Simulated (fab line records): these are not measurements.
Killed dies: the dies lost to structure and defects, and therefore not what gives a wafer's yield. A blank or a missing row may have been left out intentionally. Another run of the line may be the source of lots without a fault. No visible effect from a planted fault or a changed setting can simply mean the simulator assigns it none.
Chamber matching + flow n5Finfet + rieDiel-03 running N5_BEOL_M11_STRIP_19: 4 sister chambers
The step strips in O2. 8 wafers are shown with their chamber, then 7 later ones without.

WAFERS WITH THEIR CHAMBER
| wafer  | chamber | showerheadPlenumPTorr (Torr) | drypumpMotorCurrentA (A) |
|--------|---------|------------------------------|--------------------------|
| L076.6 | 1       | 2.06                         | 5.47                     |
| L080.1 | 3       | 2.16                         | 5.84                     |
| L080.5 | 3       | 2.17                         | 5.82                     |
| L085.1 | 2       | 2.09                         | 6.05                     |
| L085.3 | 0       | 2.00                         | 5.74                     |
| L085.6 | 2       | 2.09                         | 6.03                     |
| L088.1 | 0       | 2.00                         | 5.71                     |
| L088.3 | 1       | 2.05                         | 5.43                     |

WAFERS MISSING THEIR CHAMBER
| wafer  | showerheadPlenumPTorr (Torr) | drypumpMotorCurrentA (A) |
|--------|------------------------------|--------------------------|
| L088.6 | 2.09                         | 6.05                     |
| L095.3 | 2.08                         | 6.08                     |
| L095.4 | 2.00                         | 5.70                     |
| L095.5 | 2.00                         | 5.74                     |
| L096.3 | 2.08                         | 6.04                     |
| L096.5 | 2.04                         | 5.46                     |
| L096.6 | 2.00                         | 5.75                     |

THE CHAMBER EACH PASSED THROUGH
| wafer  | from the rows above | in truth |
|--------|---------------------|----------|
| L088.6 | 2                   | 2        |
| L095.3 | 2                   | 2        |
| L095.4 | 0                   | 0        |
| L095.5 | 0                   | 0        |
| L096.3 | 2                   | 2        |
| L096.5 | 1                   | 1        |
| L096.6 | 0                   | 0        |
7 of 7 placed correctly. Left unplaced by these rows: 0. 0 placed wrongly.
How it was worked out, from the rows above alone: a wafer's distance from a chamber is the root of the sum, over the readings, of the square of ((its reading less the chamber's mean) divided by the reading's scatter). The wafer belongs to the nearest chamber; if the next one is less than 2 further off, it can't be placed. A chamber's mean is the mean of its shown wafers. The scatter: take each reading less its chamber's mean, square it, sum over the shown wafers, divide by the number of wafers less the number of chambers, and take the root.
